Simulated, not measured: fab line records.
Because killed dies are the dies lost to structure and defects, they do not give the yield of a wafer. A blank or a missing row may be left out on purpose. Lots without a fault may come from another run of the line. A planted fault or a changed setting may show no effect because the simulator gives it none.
Split-lot trial -- flow n5Finfet -- 21 wafers read from 7 lots, route of 1938 steps

== SPLIT DETAILS ==
At N5_SD_EPI_N_PEB_07 (peb time 60 s), the setting pebTimeS was moved away from the recipe's 60 s on 8 of the 21 wafers read, by -21.3% to +22.4%. This setting was run at the recipe's value on the other wafers.

== FROM SPLIT TO READING: 1 step shown by the file between the two ==
- N5_SD_EPI_N_DEVELOP_08: develop time 30 s

== THE READING ==
Shown in nm: cdNm at N5_SD_EPI_N_CD_MEAS_09, with target cd 120 nm. Fault-free wafers of this fab line usually give 119.8 nm, standard deviation 0.7 nm.

wafer,"tool, chamber at the split","pebTimeS as run, s",against the recipe,"cdNm, nm",against lot-mates on the recipe
L076.1,"lithoTrack-05, 0",60,recipe,119.5,-
L076.2,"lithoTrack-05, 0",64.04,+6.7%,122.2,+3.2
L076.4,"lithoTrack-05, 0",60,recipe,118.5,-
L078.2,"lithoTrack-01, 0",60,recipe,119.3,-
L078.3,"lithoTrack-01, 0",60,recipe,119.1,-
L078.5,"lithoTrack-01, 0",60,recipe,119.9,-
L085.4,"lithoTrack-02, 0",60,recipe,120.0,-
L085.5,"lithoTrack-02, 0",65.17,+8.6%,122.0,+2.2
L085.6,"lithoTrack-02, 0",60,recipe,119.5,-
L086.1,"lithoTrack-01, 0",73.46,+22.4%,126.8,+6.6
L086.3,"lithoTrack-01, 0",60,recipe,120.3,-
L086.6,"lithoTrack-01, 0",60,recipe,120.1,-
L092.1,"lithoTrack-05, 0",48.5,-19.2%,113.1,-7.3
L092.2,"lithoTrack-05, 0",48.5,-19.2%,113.0,-7.4
L092.5,"lithoTrack-05, 0",60,recipe,120.4,-
L093.2,"lithoTrack-02, 0",60,recipe,119.0,-
L093.4,"lithoTrack-02, 0",49.96,-16.7%,113.2,-5.7
L093.6,"lithoTrack-02, 0",60,recipe,118.8,-
L096.2,"lithoTrack-05, 0",47.2,-21.3%,111.0,-8.0
L096.3,"lithoTrack-05, 0",60,recipe,119.0,-
L096.4,"lithoTrack-05, 0",47.2,-21.3%,109.2,-9.8

THE FIT
A straight line over all 21 wafers: cdNm changes by +0.372 nm for each +1% of pebTimeS; r = +0.98; the points scatter about the line by 0.81 nm.
The same after taking each lot's own level away (the mean of its wafers on the recipe; 21 wafers): +0.367 nm for each +1%; r = +0.99; scatter 0.67 nm.
According to that fit, moving pebTimeS by its largest amount changes the reading by 8.2 nm.
The span of the lots' own levels, 118.90 to 120.40 nm, comes to 2.1 times the standard deviation stated above.
So the lot-to-lot level changes the slope little: the two slopes agree.
Check: for one of the wafers moved furthest among these (+22.4%), held out of the fit, the line's prediction against its lot-mates is +8.68 nm. It came out at +6.6 nm against them.

== OTHER SPLITS ON THESE WAFERS ==
These wafers also went through other splits before the reading. Each is held against what the fit with the lots' levels taken away leaves over:
other split on the same wafers,wafers away from the commonest value,r with cdNm (lot level and that fit taken away)
N5_WELL_APT_COAT_02 spinRpm,9,-0.37
N5_PMOS_HMC_CHANNEL_EPI_HM_DEP_34 timeS,9,-0.14
N5_FIN_CUT_CUT_ETCH_15 timeS,7,-0.14

== THE WHOLE CHAIN: every reading that the file lists as answering this split, in the file's order ==
step,what it does,reading,change (the file's fit),r (the file's)
N5_SD_EPI_N_CD_MEAS_09,target cd 120 nm,cdNm,+0.357 nm for each +1% of the setting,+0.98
N5_SD_EPI_N_DESCUM_14,"chemistry O2, time 7.9 s","SD_EPI_N.cdNm (the simulator's own value, which no gauge read)",+0.365 nm for each +1% of the setting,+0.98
N5_SD_EPI_N_ETCH_34,"etches SiARC in CF4, target depth 45.5 nm, time 75.8 s","SD_EPI_N.cdNm (the simulator's own value, which no gauge read)",+0.366 nm for each +1% of the setting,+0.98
N5_SD_EPI_N_ETCH_35,"etches SOC in N2/H2, overetch 108 nm, time 486 s","SD_EPI_N.cdNm (the simulator's own value, which no gauge read)",+0.388 nm for each +1% of the setting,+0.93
N5_SD_EPI_N_ETCHBACK_44,"etches SiNx in CH3F/O2, stops on SiO2, target depth 14.5 nm","SD_EPI_N.cdNm (the simulator's own value, which no gauge read)",+0.384 nm for each +1% of the setting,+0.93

== THE FILE'S OWN FIT ==
cdNm changes by +0.357 nm for each +1% of pebTimeS, r = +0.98.
